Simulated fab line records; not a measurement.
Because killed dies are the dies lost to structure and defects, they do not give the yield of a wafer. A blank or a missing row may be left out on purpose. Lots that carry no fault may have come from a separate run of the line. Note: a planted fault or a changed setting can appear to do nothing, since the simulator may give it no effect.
Matching of chambers	flow n5-finfet	N5_MIM_TOP_ETCH_STRIP_01 on rie-diel-02 has 4 sister chambers
The step strips in O2. 14 wafers are shown with their chamber, then 7 later ones without.

== WAFERS PAIRED WITH THEIR CHAMBERS ==
wafer	chamber	showerhead-plenum-p-Torr (Torr)	drypump-motor-current-A (A)	throttle-valve-pct (%)
L074.2	3	1.95	5.6	16.74
L074.3	2	2.09	5.5	16.82
L074.5	2	2.09	5.5	16.85
L078.1	2	2.08	5.5	16.84
L078.3	0	2.02	5.5	16.58
L078.6	0	2.02	5.5	16.63
L076.1	3	1.95	5.6	16.80
L076.4	0	2.02	5.5	16.58
L076.5	2	2.08	5.6	16.81
L080.1	2	2.08	5.5	16.88
L080.3	0	2.01	5.5	16.63
L080.6	1	2.19	5.4	16.47
L088.1	2	2.08	5.5	16.88
L088.2	1	2.19	5.4	16.52

SIGNATURES (averages over the wafers above)
reading	chamber 0	chamber 1	chamber 2	chamber 3	scatter within a chamber
showerhead-plenum-p-Torr	2.0175	2.1900	2.0833	1.9500	0.00456
drypump-motor-current-A	5.500	5.400	5.517	5.600	0.0289
throttle-valve-pct	16.6050	16.4950	16.8467	16.7700	0.0314
Rule: distance of a wafer from a chamber = root of the sum over the readings of ((wafer's reading minus chamber's mean) / reading's scatter) squared. If the next closest chamber is less than 2 further off than the closest, the wafer can't be placed; otherwise it belongs to the closest. The scatter: take each reading less its chamber's mean, square it, sum over the shown wafers, divide by the number of wafers less the number of chambers, and take the root.

== WAFERS WHOSE CHAMBER IS MISSING ==
wafer	showerhead-plenum-p-Torr (Torr)	drypump-motor-current-A (A)	throttle-valve-pct (%)
L088.6	2.18	5.4	16.48
L089.1	2.08	5.5	16.88
L089.2	2.19	5.4	16.49
L089.6	2.18	5.5	16.42
L094.4	2.20	5.7	16.40
L094.5	2.07	5.5	16.51
L094.6	2.18	5.4	16.48

== EACH ONE'S CHAMBER ==
wafer	from the rows above	in truth
L088.6	1	1
L089.1	2	2
L089.2	1	1
L089.6	1	1
L094.4	1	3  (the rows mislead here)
L094.5	can't be placed: 2 or 0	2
L094.6	1	1
5 of 7 placed correctly. Unplaceable from these rows: 1, with the true chamber sitting among the candidates in 1. Number placed wrongly: 1.
